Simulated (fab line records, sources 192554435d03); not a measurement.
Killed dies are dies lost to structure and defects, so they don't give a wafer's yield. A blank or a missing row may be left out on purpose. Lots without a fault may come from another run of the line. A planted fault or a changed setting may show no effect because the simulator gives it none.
Chamber matching | flow n5_finfet | N5_BEOL_M14_CMP_49 on cmp-01: 4 sister chambers
The step polishes, stops on SiO2, t overpolish 5.2 s, target thk 560 nm. 14 wafers are shown with their chamber, then 7 later ones without.

WAFERS WITH THEIR CHAMBER
wafer  | chamber | motor_current_A (A) | barrier_field_endpoint_s (s) | time_to_endpoint_s (s)
L079.1 | 2       | 8.6                 | 11.6                         | 127
L079.2 | 1       | 6.4                 | 11.5                         | 125
L079.3 | 0       | 7.0                 | 12.1                         | 138
L080.2 | 3       | 9.2                 | 11.8                         | 130
L080.4 | 0       | 7.2                 | 11.8                         | 132
L080.5 | 2       | 8.9                 | 11.6                         | 129
L082.1 | 2       | 8.9                 | 11.6                         | 124
L082.4 | 1       | 7.0                 | 11.4                         | 124
L082.6 | 1       | 6.8                 | 11.5                         | 123
L085.1 | 3       | 9.1                 | 11.5                         | 125
L085.2 | 0       | 6.8                 | 11.8                         | 128
L085.3 | 2       | 8.5                 | 11.4                         | 121
L088.3 | 1       | 6.8                 | 11.5                         | 121
L088.4 | 2       | 8.5                 | 11.7                         | 122

SIGNATURES (means of the wafers above)
reading                  | chamber 0 | chamber 1 | chamber 2 | chamber 3 | scatter within a chamber
motor_current_A          | 7.000     | 6.750     | 8.680     | 9.150     | 0.21
barrier_field_endpoint_s | 11.900    | 11.475    | 11.580    | 11.650    | 0.127
time_to_endpoint_s       | 132.67    | 123.25    | 124.60    | 127.50    | 3.42
Rule: a wafer's distance from a chamber is the root of the sum, over the readings, of the square of ((its reading less the chamber's mean) divided by the reading's scatter). The wafer belongs to the nearest chamber; if the next one is less than 2 further off, it can't be placed. The scatter: the root of (the sum of the squares of (reading less its chamber's mean) over the shown wafers, divided by (wafers less chambers)).

WAFERS WITHOUT THEIR CHAMBER
wafer  | motor_current_A (A) | barrier_field_endpoint_s (s) | time_to_endpoint_s (s)
L088.5 | 9.0                 | 11.7                         | 127
L091.1 | 8.8                 | 11.3                         | 120
L091.5 | 6.8                 | 11.4                         | 127
L091.6 | 9.2                 | 11.2                         | 124
L095.1 | 6.6                 | 11.4                         | 122
L095.4 | 8.8                 | 11.4                         | 125
L095.6 | 6.9                 | 10.8                         | 115

WHICH CHAMBER EACH WENT THROUGH
wafer  | from the rows above     | in truth
L088.5 | can't be placed: 3 or 2 | 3
L091.1 | can't be placed: 2 or 3 | 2
L091.5 | 1                       | 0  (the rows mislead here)
L091.6 | can't be placed: 3 or 2 | 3
L095.1 | 1                       | 1
L095.4 | can't be placed: 2 or 3 | 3
L095.6 | 1                       | 1
Placed correctly: 2 of 7. Can't be placed from these rows: 4 (the true chamber is among the candidates in 4). Placed wrongly: 1.
